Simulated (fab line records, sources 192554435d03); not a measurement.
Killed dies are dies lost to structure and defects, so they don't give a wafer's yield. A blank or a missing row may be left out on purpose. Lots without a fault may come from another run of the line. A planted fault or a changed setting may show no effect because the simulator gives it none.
fab line records | flow n5_finfet
record lots=11 wafers=31 last_day=18
route steps=1938 shown BEOL_M4@1085
lots that met no fault: from a run of the same line without faults
start_h: hours from the record's first day to the start of the lot's first wafer shown | wait_h: hours since the lot's step before | " the same as in the row above | L1.1+2: a row that stands for several wafers | - no value, or no start given | * or withheld: withheld | < > ~ a bound
route shown NAME@n: a module of which the file shows steps, and the number in the route of the first | usual: mean/standard deviation of fault-free wafers | same: alike in all rows | chamber/n: place in a boat | sites: the reading at each site | _std_site: their standard deviation | _edge_site: outer sites' mean less inner sites' | radius_mm: how far each site lies from the wafer's centre | mask NAME#n: copy n | behind: the tool/chamber that last shaped the wafer | hold: why the lot was held/for how many hours/how that ended | device: the transistor (n, p or np) that didn't switch | end of line: the same wafers' tests at the end of the route | a step without rows: its recipe alone | killed: dies lost to structure and defects at the first sort, not the wafer's yield | map: a wafer's dies, x killed, . not, _ none there
set.NAME: the setting as run; set.NAME@STEP: as run at that earlier step | model.NAME: the simulator's own value behind a step, which no gauge read
steps of the route over a sample of lots; a table a step, a row a wafer
services: from which hour (start_h, from the record's first day; less than 0 if before it) a tool's chamber was out of use, for how many hours, and why
## steps
# step N5_BEOL_M4_ANNEAL_49
# recipe temp_c=400 time_s=240 ambient=vacuum
# usual heater_power_w=796/74
# columns lot.wafer tool chamber start_h wait_h heater_power_w
L872.1 pvd_sputter-03 - 188.09 0.0 817
L872.3 " - " " 698
L872.6 " - " " 690
L875.1 pvd_sputter-02 - 208.49 0.0 954
L875.3 " - " " 722
L875.6 " - " " 956
L869.1 pvd_sputter-01 - 210.02 0.0 816
L869.5 " - " " 791
L869.6 " - " " 835
L876.2 pvd_sputter-01 - 213.20 0.0 801
L876.3 " - " " 796
L876.5 " - " " 816
L877.1 pvd_sputter-03 - 216.83 0.0 789
L877.2 " - " " 710
L877.4 " - " " 727
L878.1 pvd_sputter-01 - 232.49 0.0 838
L878.2 " - " " 777
L878.4 " - " " 786
L879.1 pvd_sputter-02 - 232.92 0.0 951
L879.6 " - " " 918
L881.1 pvd_sputter-03 - 255.92 0.0 776
L881.6 " - " " 713
L882.1 pvd_sputter-01 - 280.49 0.0 803
L882.3 " - " " 787
L882.6 " - " " 785
L891.2 pvd_sputter-03 - 319.92 0.0 728
L891.3 " - " " 812
L891.4 " - " " 800
L892.2 pvd_sputter-03 - 322.84 0.0 718
L892.4 " - " " 818
L892.5 " - " " 729
# step N5_BEOL_M4_SPUTTER_81
# recipe material=Cu target_thk_a=45 temp_c=-20 chamber_pressure_pa=0.07 power_w=withheld time_s=8.29
# usual throttle_valve_pct=29.8/0.94
# columns lot.wafer tool chamber start_h wait_h throttle_valve_pct
L872.1 pvd_sputter-03 - 188.45 0.1 28.8
L872.3 " - " " 30.2
L872.6 " - " " 30.3
L875.1 pvd_sputter-02 - 208.85 0.1 28.9
L875.3 " - " " 29.9
L875.6 " - " " 28.9
L869.1 pvd_sputter-01 - 210.38 0.1 31.5
L869.5 " - " " 30.9
L869.6 " - " " 30.7
L876.2 pvd_sputter-01 - 213.56 0.1 29.3
L876.3 " - " " 31.8
L876.5 " - " " 30.8
L877.1 pvd_sputter-03 - 217.19 0.1 28.8
L877.2 " - " " 29.9
L877.4 " - " " 30.3
L878.1 pvd_sputter-01 - 232.85 0.1 30.5
L878.2 " - " " 30.9
L878.4 " - " " 29.2
L879.1 pvd_sputter-02 - 233.28 0.1 28.9
L879.6 " - " " 28.0
L881.1 pvd_sputter-03 - 256.28 0.1 29.9
L881.6 " - " " 30.5
L882.1 pvd_sputter-01 - 280.85 0.1 29.2
L882.3 " - " " 31.8
L882.6 " - " " 30.9
L891.2 pvd_sputter-03 - 320.28 0.1 30.3
L891.3 " - " " 28.5
L891.4 " - " " 29.8
L892.2 pvd_sputter-03 - 323.20 0.1 30.3
L892.4 " - " " 28.8
L892.5 " - " " 30.6
# step N5_BEOL_M4_ANNEAL_89
# recipe temp_c=400 time_s=240 ambient=vacuum
# usual heater_power_w=793/71
# columns lot.wafer tool chamber start_h wait_h heater_power_w
L872.1 pvd_sputter-03 - 188.97 0.0 804
L872.3 " - " " 703
L872.6 " - " " 708
L875.1 pvd_sputter-02 - 209.37 0.0 930
L875.3 " - " " 738
L875.6 " - " " 953
L869.1 pvd_sputter-01 - 210.90 0.0 818
L869.5 " - " " 783
L869.6 " - " " 818
L876.2 pvd_sputter-01 - 214.08 0.0 802
L876.3 " - " " 835
L876.5 " - " " 811
L877.1 pvd_sputter-03 - 217.71 0.0 812
L877.2 " - " " 703
L877.4 " - " " 712
L878.1 pvd_sputter-01 - 233.37 0.0 814
L878.2 " - " " 773
L878.4 " - " " 787
L879.1 pvd_sputter-02 - 233.80 0.0 928
L879.6 " - " " 925
L881.1 pvd_sputter-03 - 256.80 0.0 783
L881.6 " - " " 713
L882.1 pvd_sputter-01 - 281.37 0.0 762
L882.3 " - " " 792
L882.6 " - " " 767
L891.2 pvd_sputter-03 - 320.80 0.0 715
L891.3 " - " " 809
L891.4 " - " " 776
L892.2 pvd_sputter-03 - 323.72 0.0 728
L892.4 " - " " 807
L892.5 " - " " 730
# step N5_BEOL_M4_ECD_50
# recipe material=Cu target_thk_a=3000
# columns lot.wafer tool chamber start_h wait_h
L872.1+3+6 ecd_cu-01 0,0,1 189.89 0.1
L875.1+3+6 ecd_cu-02 1 210.29 0.1
L869.1+5+6 ecd_cu-01 1,0,1 211.83 0.1
L876.2+3+5 ecd_cu-01 1 215.00 0.1
L877.1+2+4 ecd_cu-01 1,0,1 218.63 0.1
L878.1+2+4 ecd_cu-01 0,1,1 234.29 0.1
L879.1+6 ecd_cu-01 1 234.72 0.1
L881.1+6 ecd_cu-01 1,0 257.72 0.1
L882.1+3+6 ecd_cu-02 1,1,0 282.29 0.1
L891.2+3+4 ecd_cu-02 0,1,0 321.72 0.1
L892.2+4+5 ecd_cu-02 0,1,1 324.64 0.1
# step N5_BEOL_M4_CMP_52
# recipe stop_on=SiOC t_overpolish_s=6.8 down_force_psi=1 platen_rpm=50 clearing_platen_down_force_psi=1.5 clearing_platen_rpm=50 post_cmp_clean=cu_alkaline target_thk_nm=40 clearing_platen_pad_velocity_m_s=0.99484 pad_velocity_m_s=0.99484
# usual motor_current_A=6.0/0.4 time_to_endpoint_s=62/3.4
# columns lot.wafer tool chamber start_h wait_h motor_current_A time_to_endpoint_s
L872.3 cmp-03 0 190.33 0.2 5.6 60
L872.1 " 2 " " 6.1 60
L872.6 " 0 " " 6.0 57
L875.1 cmp-04 2 210.70 0.3 6.8 59
L875.3 " 3 " " 5.8 60
L875.6 " 2 " " 6.9 60
L869.1 cmp-03 2 212.33 0.3 6.4 61
L869.6 " 1 " " 6.0 66
L869.5 " 2 " " 6.3 62
L876.2 cmp-03 1 215.37 0.2 6.0 66
L876.3 " 2 " " 6.1 61
L876.5 " 2 " " 6.4 61
L877.1 cmp-03 3 219.25 0.3 5.4 55
L877.2 " 0 " " 5.4 64
L877.4 " 1 " " 6.0 66
L878.4 cmp-03 3 234.67 0.1 5.8 35
L878.1 " 1 " " 5.8 42
L878.2 " 2 " " 6.0 58
L879.1 cmp-03 3 235.09 0.3 5.8 36
L879.6 " 3 " " 5.8 56
L881.1 cmp-03 2 258.51 0.3 6.4 41
L881.6 " 0 " " 5.9 60
L882.3 cmp-01 0 283.02 0.2 6.2 62
L882.1 " 2 " " 5.5 60
L882.6 " 0 " " 6.2 63
L891.3 cmp-03 0 322.09 0.2 5.5 69
L891.2 " 2 " " 6.2 68
L891.4 " 3 " " 5.7 61
L892.4 cmp-03 2 325.01 0.1 6.1 67
L892.2 " 0 " " 5.8 66
L892.5 " 2 " " 6.0 63
# step N5_BEOL_M4_RC_MEAS_101
# usual DIBL_N=37.1/1.8 DIBL_P=37.2/2.1 IOFF_N=0.17/0.033 IOFF_P=0.22/0.037 ION_N=680/11 ION_P=464/7.7 SS_N=71.7/0.63 SS_P=73.6/0.67 VT_N=248.9/2.9 VT_P=-251/3.6
# columns lot.wafer tool chamber start_h wait_h DIBL_N[mV/V] DIBL_P[mV/V] IOFF_N[nA/um] IOFF_P[nA/um] ION_N[uA/um] ION_P[uA/um] SS_N[mV/dec] SS_P[mV/dec] VT_N[mV] VT_P[mV]
L872.1 prober-02 0 190.94 0.0 38.7 40.6 0.22 0.26 701 473 72.0 74.6 242.9 -248
L872.3 " 0 " " 35.8 36.7 0.14 0.18 676 455 71.4 73.2 251.4 -256
L872.6 " 0 " " 34.1 33.8 0.12 0.15 667 454 71.0 72.5 251.3 -256
L875.1 prober-02 0 211.27 0.0 36.6 35.3 0.14 0.16 663 449 72.0 72.9 253.8 -254
L875.3 " 0 " " 37.9 38.5 0.18 0.22 684 464 72.4 74.1 248.7 -253
L875.6 " 0 " " 38.8 38.1 0.19 0.21 681 463 71.7 74.2 249.6 -253
L869.1 prober-02 0 213.05 0.0 37.9 37.9 0.17 0.20 671 454 72.0 73.3 250.8 -250
L869.5 " 0 " " 38.6 38.6 0.19 0.22 677 459 72.0 73.4 247.7 -249
L869.6 " 0 " " 38.9 40.7 0.21 0.26 713 480 71.7 73.4 244.9 -249
L876.2 prober-01 0 216.16 0.2 38.2 39.4 0.22 0.31 697 481 72.4 74.2 245.5 -244
L876.3 " 0 " " 38.0 37.8 0.20 0.29 686 479 72.1 73.6 245.1 -243
L876.5 " 0 " " 37.1 36.8 0.18 0.26 680 466 72.2 73.5 246.5 -247
L877.1 prober-01 0 219.82 0.0 37.7 37.9 0.15 0.19 665 458 71.3 74.0 251.8 -255
L877.2 " 0 " " 37.6 37.6 0.16 0.18 673 454 71.9 72.9 252.4 -257
L877.4 " 0 " " 34.5 35.4 0.11 0.15 655 452 70.6 73.1 255.9 -258
L878.1 prober-01 0 235.29 0.0 35.6 35.8 0.15 0.20 675 466 71.2 73.9 249.1 -251
L878.2 " 0 " " 38.3 37.0 0.19 0.23 691 470 71.7 73.9 249.9 -249
L878.4 " 0 " " 34.8 34.9 0.14 0.19 678 464 70.5 72.2 250.8 -254
L879.1 prober-02 0 235.71 0.0 35.7 37.0 0.14 0.18 663 455 72.0 73.9 250.1 -254
L879.6 " 0 " " 34.0 35.3 0.13 0.17 665 462 70.7 73.4 251.2 -255
L881.1 prober-02 0 259.07 0.0 39.2 40.1 0.20 0.23 673 452 72.7 74.4 249.5 -252
L881.6 " 0 " " 38.2 39.8 0.20 0.23 686 465 72.0 74.5 248.2 -250
L882.1 prober-02 0 283.62 0.0 38.4 37.8 0.18 0.22 676 461 70.8 73.7 247.8 -251
L882.3 " 0 " " 40.1 40.3 0.21 0.27 688 474 71.5 74.3 247.0 -247
L882.6 " 0 " " 35.5 35.3 0.12 0.19 671 467 70.7 73.8 252.9 -252
L891.2 prober-02 0 322.86 0.2 39.5 39.0 0.18 0.24 664 463 71.9 73.9 249.3 -248
L891.3 " 0 " " 40.7 38.9 0.21 0.24 678 461 73.2 74.5 247.9 -247
L891.4 " 0 " " 37.4 35.8 0.16 0.20 680 461 71.3 73.8 250.8 -250
L892.2 prober-02 0 325.78 0.2 40.8 40.8 0.27 0.34 703 477 73.1 74.0 242.1 -241
L892.4 " 0 " " 35.2 34.0 0.13 0.20 677 463 72.0 72.0 251.3 -248
L892.5 " 0 " " 37.1 36.9 0.18 0.25 679 467 71.7 73.6 248.0 -244
## services
# columns tool chamber start_h hours kind
cmp-01 - 172.77 16.3 pm
ecd_cu-02 - 179.62 0.5 repair
cmp-04 - 212.74 4.0 pm
cmp-04 - 216.74 - consumable_replace:conditioner
cmp-04 - 216.74 - consumable_replace:pad
cmp-01 - 223.51 9.1 repair
ecd_cu-02 - 225.02 2.5 pm
cmp-01 - 256.89 4.0 pm
cmp-01 - 260.89 - consumable_replace:conditioner
cmp-01 - 260.89 - consumable_replace:pad
cmp-01 - 264.15 4.2 pm
ecd_cu-02 - 271.46 1.8 repair
cmp-04 - 276.61 1.3 repair
cmp-03 - 305.07 4.0 pm
cmp-03 - 309.07 - consumable_replace:conditioner
cmp-03 - 309.07 - consumable_replace:pad
ecd_cu-02 - 318.33 3.1 repair
## key
first_sign step=N5_BEOL_M4_CMP_52 reading=time_to_endpoint_s direction=down sigmas=6.9 usual=* struck=*
effect none on later readings
met_at N5_BEOL_M4_ECD_50
struck_lots L878,L879,L881
struck_wafers L878.1,L878.4,L879.1,L881.1
not_acting_at N5_BEOL_M4_ANNEAL_49,N5_BEOL_M4_SPUTTER_81,N5_BEOL_M4_ANNEAL_89
onset_between 218.63 234.29
fault kind=process_parameter_drift tool=ecd_cu-01 chamber=- onset_h=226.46 steps=N5_BEOL_M4_ECD_50 channel=target_thk_a offset=* shape=step end_h=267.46 scope=struck_wafers_only acts_in=* stated=*
